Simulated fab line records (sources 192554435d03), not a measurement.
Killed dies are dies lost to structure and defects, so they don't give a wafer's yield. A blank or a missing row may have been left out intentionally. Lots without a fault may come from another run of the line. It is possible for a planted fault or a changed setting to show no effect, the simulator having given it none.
Matching of chambers ; flow n5Finfet ; 3 sister chambers for N5_BEOL_M2_PRE_CLEAN_60 on cvdCo-02
The step time 15 s. 3 wafers are shown with their chamber, then 11 later ones without.

== WAFERS PAIRED WITH THEIR CHAMBERS ==
wafer;chamber;heaterPowerW (W)
L088.3;2;83
L088.6;1;94
L091.1;0;65

== WAFERS WITH NO CHAMBER GIVEN ==
wafer;heaterPowerW (W)
L091.2;90
L091.6;65
L093.1;92
L093.4;84
L093.6;67
L095.2;84
L095.5;86
L095.6;65
L097.2;66
L097.3;92
L097.6;84

== THE CHAMBER EACH PASSED THROUGH ==
wafer;from the rows above;in truth
L091.2;can't be placed: 1 or 2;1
L091.6;0;0
L093.1;1;1
L093.4;2;2
L093.6;0;0
L095.2;2;2
L095.5;2;2
L095.6;0;0
L097.2;0;0
L097.3;1;1
L097.6;2;2
10 of 11 placed correctly. From these rows, 1 cannot be placed; in 1 the true chamber is one of the candidates. Wrongly placed: 0.
How it was worked out, from the rows above alone: a wafer's distance from a chamber is the root of the sum, over the readings, of the square of ((its reading less the chamber's mean) divided by the reading's scatter). The wafer belongs to the nearest chamber; if the next one is less than 2 further off, it can't be placed. For every chamber, the mean is computed from those of its wafers that are shown. The scatter: with one shown wafer a chamber, the root of the mean of the squares of how far each hidden wafer lies from its nearest shown one.
